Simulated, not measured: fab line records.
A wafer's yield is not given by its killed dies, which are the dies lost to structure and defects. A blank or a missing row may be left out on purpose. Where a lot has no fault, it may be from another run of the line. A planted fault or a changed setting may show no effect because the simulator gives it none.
One fault through the eyes of 3 desks + flow n5 finfet + numbers are kept per desk, each desk with only its own; the story behind them comes last

== THE METROLOGY DESK ==
Means of the sampled wafers that have a number, per lot and without regard to the tool the lot ran on: this is what the gauges read. Marked OUT: a lot whose mean sits more than 4 standard deviations from the usual mean, which makes it out of limits; the brackets give that distance. Only the readings that lie furthest out on some lot appear, 7 of the 12 it has.
Columns: A = cd nm at N5_BEOL_M0_CUTY_CD_MEAS_57, usual 199.6 nm; B = DIBL_N at N5_BEOL_M4_RC_MEAS_101, usual 35.9 mV/V; C = IOFF_N at N5_BEOL_M4_RC_MEAS_101, usual 0.156 nA/um; D = ION_N at N5_BEOL_M4_RC_MEAS_101, usual 675 uA/um; E = ION_P at N5_BEOL_M4_RC_MEAS_101, usual 463 uA/um; F = SS_N at N5_BEOL_M4_RC_MEAS_101, usual 71.4 mV/dec; G = VT_P at N5_BEOL_M4_RC_MEAS_101, usual -250.2 mV
| lot  | first seen here | A     | B    | C     | D   | E   | F    | G      |
|------|-----------------|-------|------|-------|-----|-----|------|--------|
| L561 | day 6 19:56     | 198.1 | 35.8 | 0.166 | 680 | 459 | 71.6 | -252.4 |
| L562 | day 7 01:05     | 201.2 | 36.4 | 0.170 | 688 | 472 | 71.3 | -247.3 |
| L573 | day 9 17:12     | 198.1 | 36.4 | 0.165 | 683 | 462 | 71.7 | -250.9 |
| L580 | day 11 11:40    | 199.9 | 38.3 | 0.183 | 681 | 461 | 72.0 | -253.0 |
| L579 | day 11 14:50    | 200.7 | 35.4 | 0.131 | 669 | 468 | 71.3 | -249.1 |
This desk's finding: nothing out of limits on any of the 5 lots.

== THE DEFECT DESK ==
Inspection counts along the route, by lot: the mean over sampled wafers that carry a number. Marked OUT: a lot whose mean sits more than 4 standard deviations from the usual mean, which makes it out of limits; the brackets give that distance.
Columns: A = raw defect count at N5_BEOL_M0_CUTY_INSPECT_59, usual 1.9
| lot  | first seen here | A   |
|------|-----------------|-----|
| L561 | day 6 19:59     | 1.0 |
| L562 | day 7 01:09     | 1.3 |
| L573 | day 9 17:15     | 2.7 |
| L580 | day 11 11:44    | 2.0 |
| L579 | day 11 14:54    | 0.5 |
This desk's finding: nothing out of limits on any of the 5 lots.

== THE TOOL OWNER'S DESK: rie diel-03 ==
The tool's own readings at N5_BEOL_M0_CUTY_ETCH_63 (etches SOC in N2/H2, target depth 82.7 nm, overetch 16.5 nm, time 124 s): means of the sampled wafers that have a number, for each lot that ran on this tool. Marked OUT: a lot whose mean sits more than 4 standard deviations from the usual mean, which makes it out of limits; the brackets give that distance. Only the readings that lie furthest out on some lot appear, 7 of the 8 it has.
Columns: A = chamber pressure mTorr at N5_BEOL_M0_CUTY_ETCH_63, usual 29.996 mTorr; B = drypump motor current A at N5_BEOL_M0_CUTY_ETCH_63, usual 5.8 A; C = h2 flow sccm at N5_BEOL_M0_CUTY_ETCH_63, usual 200.0 sccm; D = oes product au at N5_BEOL_M0_CUTY_ETCH_63, usual 0.63 a.u.; E = rf vpp V at N5_BEOL_M0_CUTY_ETCH_63, usual 524.7 V; F = showerhead plenum p Torr at N5_BEOL_M0_CUTY_ETCH_63, usual 2.57 Torr; G = throttle valve pct at N5_BEOL_M0_CUTY_ETCH_63, usual 17.8 %
| lot  | first seen here | A      | B   | C     | D    | E     | F    | G    |
|------|-----------------|--------|-----|-------|------|-------|------|------|
| L562 | day 7 01:16     | 30.016 | 5.7 | 200.1 | 0.63 | 527.1 | 2.64 | 17.9 |
| L573 | day 9 17:22     | 29.993 | 5.6 | 200.6 | 0.63 | 524.8 | 2.58 | 17.7 |
| L579 | day 11 15:01    | 30.018 | 5.7 | 200.2 | 0.78 | 526.9 | 2.64 | 17.6 |
This desk's finding: nothing out of limits on any of the 3 lots.

== BROUGHT TOGETHER ==
Nothing out of limits was seen by the metrology desk.
The defect desk saw nothing out of limits.
Nothing out of limits was seen by the tool owner's desk.

== WHAT HAD BEEN PUT IN BY THE SIMULATOR ==
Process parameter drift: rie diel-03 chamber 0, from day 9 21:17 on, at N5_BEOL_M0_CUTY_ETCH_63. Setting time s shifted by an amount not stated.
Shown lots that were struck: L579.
